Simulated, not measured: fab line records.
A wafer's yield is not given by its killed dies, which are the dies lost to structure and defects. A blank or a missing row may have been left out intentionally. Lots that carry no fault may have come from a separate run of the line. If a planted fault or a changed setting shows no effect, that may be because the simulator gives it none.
fab line records	flow n5Finfet	part 1 of 2: steps 1 to 23 of 30
[record] lots = 5	wafers = 15	lastDay = 16
route steps=1938 shown PMOS_HMC_CHANNEL_EPI@87 FIN_SAQP@90
lots untouched by any fault: they come from a run of this same line in which no faults occurred
startH: the number of hours between the record's first day and the start of the first shown wafer of the lot	waitH: how many hours have passed since the lot's step before this one	" repeats the value in the row above	L1.1+2: a row that stands for several wafers	- value missing, or start not given	* or withheld: withheld	< > ~ a bound
route shown NAME@n: a module of which the file shows steps, and the number in the route of the first	usual: mean/standard deviation of fault-free wafers	same: alike in all rows	chamber/n: place in a boat	sites: readings site by site	_std_site: the standard deviation of these	_edge_site: the outer-site mean with the inner-site mean subtracted	radiusMm: how far each site lies from the wafer's centre	mask NAME#n: copy n	behind: the last tool/chamber to shape the wafer	hold: cause of the lot's hold/its duration in hours/its outcome	device: names the non-switching transistor (n, p or np)	end of line: the route-end tests of the same wafers	step lacking rows: just its recipe	killed: not the wafer's yield, but the dies lost to structure and defects at the first sort	map: dies across one wafer; x = killed, . = not, _ = none there
set.NAME: the setting that was run; set.NAME@STEP: the one run at that earlier step	model.NAME: the simulator's own value behind a step, which no gauge read
certain route steps with their lots: each step a table, each wafer a row
services: from which hour (startH, from the record's first day; less than 0 if before it) a tool's chamber was out of use, for how many hours, and why
[[steps]]
[step N5_PMOS_HMC_CHANNEL_EPI_EPI_26]
[recipe] material = Si	targetThkA = 38	tempC = 650	precursor = SiH4/H2	pressureTorr = 20	timeS = 22.7
[usual] chamberPressureTorr = 20.00/0.042	throttleValvePct = 11.1/0.42
lot.wafer	tool	chamber	startH	waitH	chamberPressureTorr	throttleValvePct
L074.1	epiRpcvd-03	0	20.63	0.0	20.03	11.9
L074.4	"	0	"	"	20.05	11.9
L074.6	"	0	"	"	20.00	11.9
L076.1	epiRpcvd-01	0	32.34	0.0	20.02	11.1
L076.3	"	0	"	"	20.05	11.3
L076.6	"	0	"	"	20.09	11.0
L078.2	epiRpcvd-01	0	44.41	0.1	20.01	11.0
L078.4	"	0	"	"	20.03	11.2
L078.6	"	0	"	"	20.03	11.2
L089.1	epiRpcvd-04	0	111.09	0.0	19.95	10.8
L089.2	"	0	"	"	19.97	11.0
L089.4	"	0	"	"	19.99	10.6
L090.3	epiRpcvd-01	0	116.50	0.2	19.95	11.1
L090.5	"	0	"	"	19.92	11.1
L090.6	"	0	"	"	20.01	11.2
[step N5_PMOS_HMC_CHANNEL_EPI_INSPECT_30]
[recipe] inspectInstrument = darkfield	mode = postEpi
[usual] rawDefectCount = 20/7.4
lot.wafer	tool	chamber	startH	waitH	rawDefectCount
L074.1	defectInspect-01	-	21.02	0.0	27
L074.4	"	-	"	"	16
L074.6	"	-	"	"	12
L076.1	defectInspect-01	-	32.81	0.0	16
L076.3	"	-	"	"	10
L076.6	"	-	"	"	10
L078.2	defectInspect-02	-	44.92	0.0	14
L078.4	"	-	"	"	24
L078.6	"	-	"	"	47
L089.1	defectInspect-02	-	111.46	0.0	20
L089.2	"	-	"	"	23
L089.4	"	-	"	"	15
L090.3	defectInspect-02	-	116.93	0.0	16
L090.5	"	-	"	"	14
L090.6	"	-	"	"	22
[step N5_FIN_SAQP_PRECLEAN_42]
[recipe] chemistry = O3/DIW	timeS = 60	tempC = 22	o3Ppm = 10
lot.wafer	tool	chamber	startH	waitH
L074.1+4+6	wetBench-05	1,0,7	21.05	0.0
L076.1+3+6	wetBench-05	6,1,7	32.84	0.0
L078.2+4+6	wetBench-05	3,1,0	44.95	0.0
L089.1+2+4	wetBench-05	4,1,3	111.48	0.0
L090.3+5+6	wetBench-04	3,2,7	116.95	0.0
[step N5_FIN_SAQP_PRECLEAN_00]
[recipe] chemistry = SC1	timeS = 60	tempC = 55	mix = 1:2:50
lot.wafer	tool	chamber	startH	waitH
L074.1+4+6	wetBench-05	1,0,7	21.07	0.0
L076.1+3+6	wetBench-05	6,1,7	32.86	0.0
L078.2+4+6	wetBench-05	3,1,0	44.97	0.0
L089.1+2+4	wetBench-05	4,1,3	111.50	0.0
L090.3+5+6	wetBench-04	3,2,7	116.97	0.0
[step N5_FIN_SAQP_PRECLEAN_44]
[recipe] chemistry = SC2	timeS = 45	tempC = 35	mix = 1:1:50
lot.wafer	tool	chamber	startH	waitH
L074.1+4+6	wetBench-05	1,0,7	21.08	0.0
L076.1+3+6	wetBench-05	6,1,7	32.88	0.0
L078.2+4+6	wetBench-05	3,1,0	44.99	0.0
L089.1+2+4	wetBench-05	4,1,3	111.52	0.0
L090.3+5+6	wetBench-04	3,2,7	116.99	0.0
[step N5_FIN_SAQP_SRD_01]
[recipe] dry = ipaMarangoni	timeS = 30	tempC = 23	rinseLiquid = diw
lot.wafer	tool	chamber	startH	waitH
L074.1+4+6	wetBench-05	1,0,7	21.09	0.0
L076.1+3+6	wetBench-05	6,1,7	32.89	0.0
L078.2+4+6	wetBench-05	3,1,0	45.00	0.0
L089.1+2+4	wetBench-05	4,1,3	111.53	0.0
L090.3+5+6	wetBench-04	3,2,7	117.00	0.0
[step N5_FIN_SAQP_ALD_61]
[recipe] material = SiO2	targetThkA = 40	tempC = 300	aldPrecursorFamily = BDEAS	aldCoReactant = O2-plasma	pulseTimeS = 1	purgeTimeS = 2	coReactantPurgeTimeS = 2	aldCycles = 43	pressureTorr = 2
[usual] chamberPressureTorr = 2.000/0.0045	heaterPowerOuterW = 270/27	heaterPowerW = 476/45	precursorPulseHeightRel = 1.001/0.021
[same] aldCycles = 43
lot.wafer	tool	chamber	startH	waitH	chamberPressureTorr	heaterPowerOuterW	heaterPowerW	precursorPulseHeightRel
L074.1	aldSin-01	3	21.14	0.0	1.997	282	486	1.008
L074.4	"	1	"	"	2.005	313	552	1.012
L074.6	"	3	"	"	2.001	286	482	0.998
L076.1	aldSin-01	2	32.94	0.0	2.005	221	408	0.998
L076.3	"	1	"	"	1.994	296	551	0.987
L076.6	"	3	"	"	1.995	285	502	1.024
L078.2	aldSin-04	0	45.06	0.0	1.995	258	440	0.979
L078.4	"	3	"	"	2.003	287	494	0.993
L078.6	"	2	"	"	1.997	289	503	0.973
L089.1	aldSin-01	3	111.67	0.1	2.006	290	500	0.994
L089.2	"	0	"	"	1.994	276	494	0.997
L089.4	"	2	"	"	1.996	224	417	1.020
L090.3	aldSin-04	3	117.21	0.2	2.002	288	487	0.966
L090.5	"	2	"	"	1.992	299	511	1.013
L090.6	"	3	"	"	2.002	290	480	1.014
[step N5_FIN_SAQP_DENSIFY_62]
[recipe] tempC = 700	timeS = 60	ambient = N2	idleTempC = 600	rampUpCPerS = 150	rampDownCPerS = 60	coolToC = 600
[usual] lampPowerPct = 9.86/0.057	lamp_zone_2_pct = 9.847/0.0092	wafer_temp_C_max = 703.3/0.66
lot.wafer	tool	chamber	startH	waitH	lampPowerPct	lamp_zone_2_pct	wafer_temp_C_max
L074.1	rtpAnneal-01	0	21.40	0.2	9.91	9.846	703.9
L074.4	"	0	"	"	9.85	9.852	703.1
L074.6	"	0	"	"	9.73	9.839	703.8
L076.1	rtpAnneal-02	0	33.20	0.2	9.90	9.842	703.1
L076.3	"	0	"	"	9.83	9.841	703.4
L076.6	"	0	"	"	9.89	9.851	703.1
L078.2	rtpAnneal-02	0	45.29	0.1	9.82	9.849	702.9
L078.4	"	0	"	"	9.95	9.870	703.2
L078.6	"	0	"	"	9.93	9.839	702.1
L089.1	rtpAnneal-02	0	111.88	0.1	9.91	9.853	703.1
L089.2	"	0	"	"	9.83	9.839	703.9
L089.4	"	0	"	"	9.87	9.849	703.3
L090.3	rtpAnneal-02	0	117.47	0.2	9.78	9.837	703.7
L090.5	"	0	"	"	9.87	9.858	704.0
L090.6	"	0	"	"	9.79	9.828	703.6
[step N5_FIN_SAQP_HM_DEP_03]
[recipe] material = SiNx	targetThkA = 380	tempC = 400	precursor = SiH4/NH3/N2	pressureTorr = 1.5	rfW = 300	timeS = 33.6
[usual] chamberPressureTorr = 1.500/0.0037	heaterPowerOuterW = 466/57	heaterPowerW = 751/84	showerheadPlenumPTorr = 5.12/0.13	throttleValvePct = 39.1/1.8
lot.wafer	tool	chamber	startH	waitH	chamberPressureTorr	heaterPowerOuterW	heaterPowerW	showerheadPlenumPTorr	throttleValvePct
L074.1	pecvd-03	0	21.61	0.2	1.496	496	824	4.90	38.5
L074.4	"	1	"	"	1.499	460	737	5.18	40.8
L074.6	"	0	"	"	1.496	483	812	4.90	38.4
L076.1	pecvd-03	0	33.41	0.2	1.498	474	789	4.90	38.4
L076.3	"	1	"	"	1.492	459	732	5.17	40.9
L076.6	"	1	"	"	1.495	467	753	5.17	41.0
L078.2	pecvd-03	0	45.47	0.2	1.503	423	727	4.90	38.4
L078.4	"	0	"	"	1.503	424	744	4.90	38.6
L078.6	"	2	"	"	1.499	478	759	5.26	37.4
L089.1	pecvd-03	1	112.11	0.2	1.491	513	814	5.17	40.9
L089.2	"	0	"	"	1.495	442	749	4.89	38.7
L089.4	"	1	"	"	1.497	511	797	5.18	41.2
L090.3	pecvd-02	0	117.64	0.1	1.497	481	738	5.14	38.5
L090.5	"	2	"	"	1.505	325	540	5.15	39.2
L090.6	"	0	"	"	1.500	483	742	5.16	38.7
[step N5_FIN_SAQP_THK_MEAS_05]
[usual] thkNm = 38.1/0.5
lot.wafer	tool	chamber	startH	waitH	thkNm
L074.1	filmMetro-02	-	21.70	0.1	37.9
L074.4	"	-	"	"	38.7
L074.6	"	-	"	"	38.6
L076.1	filmMetro-02	-	33.50	0.1	38.5
L076.3	"	-	"	"	38.2
L076.6	"	-	"	"	38.5
L078.2	filmMetro-01	-	45.56	0.1	37.9
L078.4	"	-	"	"	38.5
L078.6	"	-	"	"	38.5
L089.1	filmMetro-02	-	112.19	0.1	38.1
L089.2	"	-	"	"	38.0
L089.4	"	-	"	"	38.5
L090.3	filmMetro-02	-	117.73	0.1	37.6
L090.5	"	-	"	"	37.4
L090.6	"	-	"	"	38.2
[step N5_FIN_SAQP_PECVD_47]
[recipe] material = a-Si	targetThkA = 450	tempC = 400	precursor = SiH4/He	pressureTorr = 3	rfW = 100	timeS = 36.3
[usual] chamberPressureTorr = 2.999/0.0074	heaterPowerOuterW = 503/58	heaterPowerW = 789/93	showerheadPlenumPTorr = 5.66/0.074	throttleValvePct = 18.0/1.2
lot.wafer	tool	chamber	startH	waitH	chamberPressureTorr	heaterPowerOuterW	heaterPowerW	showerheadPlenumPTorr	throttleValvePct
L074.1	pecvd-04	2	21.74	0.0	2.991	496	788	5.73	16.8
L074.4	"	2	"	"	2.992	490	772	5.73	16.6
L074.6	"	2	"	"	2.988	505	807	5.73	16.8
L076.1	pecvd-02	1	33.53	0.0	2.995	646	1014	5.59	18.0
L076.3	"	1	"	"	2.989	630	1020	5.61	17.8
L076.6	"	1	"	"	3.005	626	1030	5.61	17.6
L078.2	pecvd-04	0	45.60	0.0	2.999	424	644	5.69	19.9
L078.4	"	2	"	"	3.003	481	786	5.72	16.5
L078.6	"	1	"	"	3.009	421	658	5.56	18.5
L089.1	pecvd-03	0	112.23	0.0	3.006	474	804	5.50	17.6
L089.2	"	1	"	"	3.002	542	871	5.69	18.7
L089.4	"	0	"	"	2.998	473	803	5.47	17.8
L090.3	pecvd-04	0	117.79	0.1	2.996	524	761	5.69	20.2
L090.5	"	0	"	"	3.012	522	770	5.71	20.2
L090.6	"	2	"	"	2.998	485	805	5.72	16.7
[step N5_FIN_SAQP_PECVD_48]
[recipe] material = SiNx	targetThkA = 250	tempC = 400	precursor = SiH4/NH3/N2	pressureTorr = 1.5	rfW = 300	timeS = 22.1
[usual] chamberPressureTorr = 1.500/0.0031	heaterPowerOuterW = 450/54	heaterPowerW = 717/86	showerheadPlenumPTorr = 5.13/0.099	throttleValvePct = 39.6/2.7
lot.wafer	tool	chamber	startH	waitH	chamberPressureTorr	heaterPowerOuterW	heaterPowerW	showerheadPlenumPTorr	throttleValvePct
L074.1	pecvd-04	2	21.80	0.0	1.506	410	690	5.21	36.3
L074.4	"	2	"	"	1.502	411	683	5.22	36.4
L074.6	"	2	"	"	1.501	410	694	5.21	36.6
L076.1	pecvd-02	1	33.60	0.0	1.505	557	942	5.05	39.3
L076.3	"	1	"	"	1.503	565	910	5.07	39.2
L076.6	"	1	"	"	1.505	559	937	5.06	39.1
L078.2	pecvd-04	0	45.64	0.0	1.501	371	569	5.18	44.3
L078.4	"	2	"	"	1.503	402	661	5.23	36.5
L078.6	"	1	"	"	1.505	357	580	5.00	40.7
L089.1	pecvd-03	0	112.27	0.0	1.502	447	757	4.90	38.8
L089.2	"	1	"	"	1.501	485	778	5.16	40.8
L089.4	"	0	"	"	1.501	455	778	4.90	38.5
L090.3	pecvd-04	0	117.85	0.0	1.501	458	690	5.16	44.3
L090.5	"	0	"	"	1.502	467	690	5.16	44.0
L090.6	"	2	"	"	1.500	381	641	5.22	36.4
[step N5_FIN_SAQP_PECVD_06]
[recipe] material = a-Si	targetThkA = 600	tempC = 400	precursor = SiH4/He	pressureTorr = 3	rfW = 100	timeS = 48.1
[usual] chamberPressureTorr = 3.000/0.0064	heaterPowerOuterW = 494/53	heaterPowerW = 778/83	showerheadPlenumPTorr = 5.66/0.074	throttleValvePct = 18.0/1.2
lot.wafer	tool	chamber	startH	waitH	chamberPressureTorr	heaterPowerOuterW	heaterPowerW	showerheadPlenumPTorr	throttleValvePct
L074.1	pecvd-04	2	21.86	0.0	3.006	476	781	5.74	16.7
L074.4	"	2	"	"	2.989	487	789	5.74	16.6
L074.6	"	2	"	"	2.993	483	769	5.72	16.4
L076.1	pecvd-02	1	33.66	0.0	3.016	508	849	5.61	17.9
L076.3	"	1	"	"	3.009	511	854	5.60	17.6
L076.6	"	1	"	"	3.005	514	871	5.61	17.8
L078.2	pecvd-04	0	45.68	0.0	2.998	493	728	5.70	19.9
L078.4	"	2	"	"	2.995	468	751	5.73	16.7
L078.6	"	1	"	"	3.005	504	760	5.56	18.6
L089.1	pecvd-03	0	112.31	0.0	3.003	528	873	5.50	17.7
L089.2	"	1	"	"	3.001	545	847	5.69	18.7
L089.4	"	0	"	"	2.986	519	862	5.49	17.6
L090.3	pecvd-04	0	117.91	0.0	3.001	492	788	5.68	20.3
L090.5	"	0	"	"	3.004	502	750	5.68	20.0
L090.6	"	2	"	"	3.000	481	769	5.73	16.7
[step N5_FIN_SAQP_THK_MEAS_07]
[usual] thkNm = 60.0/0.75
lot.wafer	tool	chamber	startH	waitH	thkNm
L074.1	filmMetro-01	-	21.98	0.1	58.6
L074.4	"	-	"	"	59.3
L074.6	"	-	"	"	58.9
L076.1	filmMetro-02	-	33.77	0.1	59.9
L076.3	"	-	"	"	60.8
L076.6	"	-	"	"	60.4
L078.2	filmMetro-01	-	45.77	0.1	59.2
L078.4	"	-	"	"	60.1
L078.6	"	-	"	"	59.7
L089.1	filmMetro-02	-	112.40	0.1	60.1
L089.2	"	-	"	"	59.8
L089.4	"	-	"	"	60.5
L090.3	filmMetro-02	-	118.01	0.1	61.4
L090.5	"	-	"	"	61.5
L090.6	"	-	"	"	60.6
[step N5_FIN_SAQP_HM_DEP_72]
[recipe] material = SiO2	targetThkA = 120	tempC = 400	precursor = SiH4/N2O	pressureTorr = 0.75	rfW = 275	timeS = 7.2
[usual] chamberPressureTorr = 0.7498/0.0019	heaterPowerOuterW = 473/58	heaterPowerW = 759/87	showerheadPlenumPTorr = 8.11/0.26
lot.wafer	tool	chamber	startH	waitH	chamberPressureTorr	heaterPowerOuterW	heaterPowerW	showerheadPlenumPTorr
L074.1	pecvd-04	0	22.01	0.0	0.7506	426	674	8.20
L074.4	"	2	"	"	0.7491	433	720	8.29
L074.6	"	0	"	"	0.7508	436	673	8.20
L076.1	pecvd-02	1	33.81	0.0	0.7439	498	831	7.95
L076.3	"	1	"	"	0.7481	499	848	7.95
L076.6	"	1	"	"	0.7472	516	850	7.99
L078.2	pecvd-03	2	45.80	0.0	0.7505	588	912	8.40
L078.4	"	1	"	"	0.7510	482	751	8.21
L078.6	"	2	"	"	0.7518	589	888	8.38
L089.1	pecvd-03	1	112.44	0.0	0.7472	449	724	8.23
L089.2	"	2	"	"	0.7496	543	834	8.38
L089.4	"	2	"	"	0.7470	558	833	8.39
L090.3	pecvd-04	0	118.07	0.1	0.7466	386	582	8.21
L090.5	"	2	"	"	0.7506	457	729	8.31
L090.6	"	0	"	"	0.7507	386	614	8.21
[step N5_FIN_SAQP_COAT_49]
[recipe] resist = SOC	tempC = 250	timeS = 60	spinRpm = 1500	resistThkNm = 100
[usual] plateTempC = 249.99/0.16	spinSpeedRpm = 1500.0/1.1
lot.wafer	tool	chamber	startH	waitH	plateTempC	spinSpeedRpm
L074.1	lithoTrack-01	0	22.11	0.1	249.77	1498.9
L074.4	"	0	"	"	249.70	1500.4
L074.6	"	0	"	"	249.72	1498.3
L076.1	lithoTrack-03	0	33.91	0.1	249.94	1500.8
L076.3	"	0	"	"	250.17	1500.0
L076.6	"	0	"	"	250.03	1500.5
L078.2	lithoTrack-03	0	45.88	0.1	249.81	1500.8
L078.4	"	0	"	"	250.19	1499.4
L078.6	"	0	"	"	249.94	1499.4
L089.1	lithoTrack-02	0	112.51	0.1	250.05	1499.3
L089.2	"	0	"	"	250.01	1499.8
L089.4	"	0	"	"	250.04	1500.3
L090.3	lithoTrack-02	0	118.14	0.1	250.19	1499.6
L090.5	"	0	"	"	250.22	1499.5
L090.6	"	0	"	"	249.99	1501.4
[step N5_FIN_SAQP_COAT_50]
[recipe] resist = SiARC	tempC = 220	timeS = 60	spinRpm = 1500	resistThkNm = 35
[usual] plateTempC = 220.00/0.18	spinSpeedRpm = 1500.4/1
lot.wafer	tool	chamber	startH	waitH	plateTempC	spinSpeedRpm
L074.1	lithoTrack-01	0	-	-	220.09	1501.5
L074.4	"	0	"	"	219.95	1499.4
L074.6	"	0	"	"	219.82	1499.5
L076.1	lithoTrack-03	0	-	-	220.22	1499.9
L076.3	"	0	"	"	220.18	1499.8
L076.6	"	0	"	"	220.13	1499.9
L078.2	lithoTrack-03	0	-	-	219.70	1500.2
L078.4	"	0	"	"	220.00	1501.8
L078.6	"	0	"	"	219.88	1499.7
L089.1	lithoTrack-02	0	-	-	220.26	1499.8
L089.2	"	0	"	"	219.72	1501.3
L089.4	"	0	"	"	220.19	1500.9
L090.3	lithoTrack-02	0	-	-	219.68	1500.1
L090.5	"	0	"	"	219.89	1500.6
L090.6	"	0	"	"	219.70	1501.3
[step N5_FIN_SAQP_COAT_10]
[recipe] resist = CAR-ArF	spinRpm = 1500	resistThkNm = 90
[usual] spinSpeedRpm = 1499.9/1
lot.wafer	tool	chamber	startH	waitH	spinSpeedRpm
L074.1	lithoTrack-01	0	-	-	1499.7
L074.4	"	0	"	"	1499.7
L074.6	"	0	"	"	1498.9
L076.1	lithoTrack-03	0	-	-	1497.4
L076.3	"	0	"	"	1498.3
L076.6	"	0	"	"	1498.2
L078.2	lithoTrack-03	0	-	-	1498.6
L078.4	"	0	"	"	1499.8
L078.6	"	0	"	"	1499.3
L089.1	lithoTrack-02	0	-	-	1500.2
L089.2	"	0	"	"	1500.4
L089.4	"	0	"	"	1498.8
L090.3	lithoTrack-02	0	-	-	1499.9
L090.5	"	0	"	"	1500.1
L090.6	"	0	"	"	1500.6
[step N5_FIN_SAQP_EBR_12]
[recipe] solvent = PGMEA	ebrWidthMm = 1.5
lot.wafer	tool	chamber	startH	waitH
L074.1+4+6	lithoTrack-01	0	-	-
L076.1+3+6	lithoTrack-03	0	-	-
L078.2+4+6	lithoTrack-03	0	-	-
L089.1+2+4	lithoTrack-02	0	-	-
L090.3+5+6	lithoTrack-02	0	-	-
[step N5_FIN_SAQP_SOFTBAKE_11]
[recipe] tempC = 110	timeS = 60	resist = CAR-ArF
[usual] plateTempC = 110.01/0.13
lot.wafer	tool	chamber	startH	waitH	plateTempC
L074.1	lithoTrack-01	0	-	-	110.00
L074.4	"	0	"	"	110.06
L074.6	"	0	"	"	109.95
L076.1	lithoTrack-03	0	-	-	110.02
L076.3	"	0	"	"	109.97
L076.6	"	0	"	"	110.06
L078.2	lithoTrack-03	0	-	-	110.14
L078.4	"	0	"	"	110.02
L078.6	"	0	"	"	109.94
L089.1	lithoTrack-02	0	-	-	109.98
L089.2	"	0	"	"	110.11
L089.4	"	0	"	"	110.28
L090.3	lithoTrack-02	0	-	-	109.93
L090.5	"	0	"	"	110.00
L090.6	"	0	"	"	110.03
[step N5_FIN_SAQP_EXPOSE_13]
[recipe] maskId = FIN_CORE	na = 1.35	sourceShape = dipole	sigmaInner = 0.538	sigmaOuter = 0.738	polarization = te	targetCdNm = 35.6	doseMj = 63.25
lot.wafer	tool	chamber	startH	waitH	mask
L074.1+4+6	arfiScanner-01	0	22.36	-	FIN_CORE#0
L076.1+3+6	arfiScanner-03	0	34.15	-	FIN_CORE#0
L078.2+4+6	arfiScanner-03	0	46.00	-	FIN_CORE#0
L089.1+2+4	arfiScanner-01	0	113.42	-	FIN_CORE#0
L090.3+5+6	arfiScanner-03	0	118.40	-	FIN_CORE#0
[step N5_FIN_SAQP_PEB_14]
[recipe] pebTempC = withheld	pebTimeS = 60	resist = CAR-ArF
lot.wafer	tool	chamber	startH	waitH
L074.1+4+6	lithoTrack-01	0	22.42	0.1
L076.1+3+6	lithoTrack-02	0	34.21	0.1
L078.2+4+6	lithoTrack-02	0	46.06	0.0
L089.1+2+4	lithoTrack-02	0	113.48	0.1
L090.3+5+6	lithoTrack-02	0	118.45	0.0
[step N5_FIN_SAQP_DEVELOP_15]
[recipe] developTimeS = 30	developer = TMAH	resist = CAR-ArF	devTempC = 23	rinseLiquid = diw	dry = airSpin
[usual] developerTempC = 23.01/0.11
lot.wafer	tool	chamber	startH	waitH	developerTempC
L074.1	lithoTrack-01	0	-	-	23.19
L074.4	"	0	"	"	23.28
L074.6	"	0	"	"	23.20
L076.1	lithoTrack-02	0	-	-	23.07
L076.3	"	0	"	"	23.02
L076.6	"	0	"	"	22.97
L078.2	lithoTrack-02	0	-	-	22.91
L078.4	"	0	"	"	22.93
L078.6	"	0	"	"	22.89
L089.1	lithoTrack-02	0	-	-	23.02
L089.2	"	0	"	"	22.85
L089.4	"	0	"	"	22.98
L090.3	lithoTrack-02	0	-	-	22.83
L090.5	"	0	"	"	22.76
L090.6	"	0	"	"	22.95
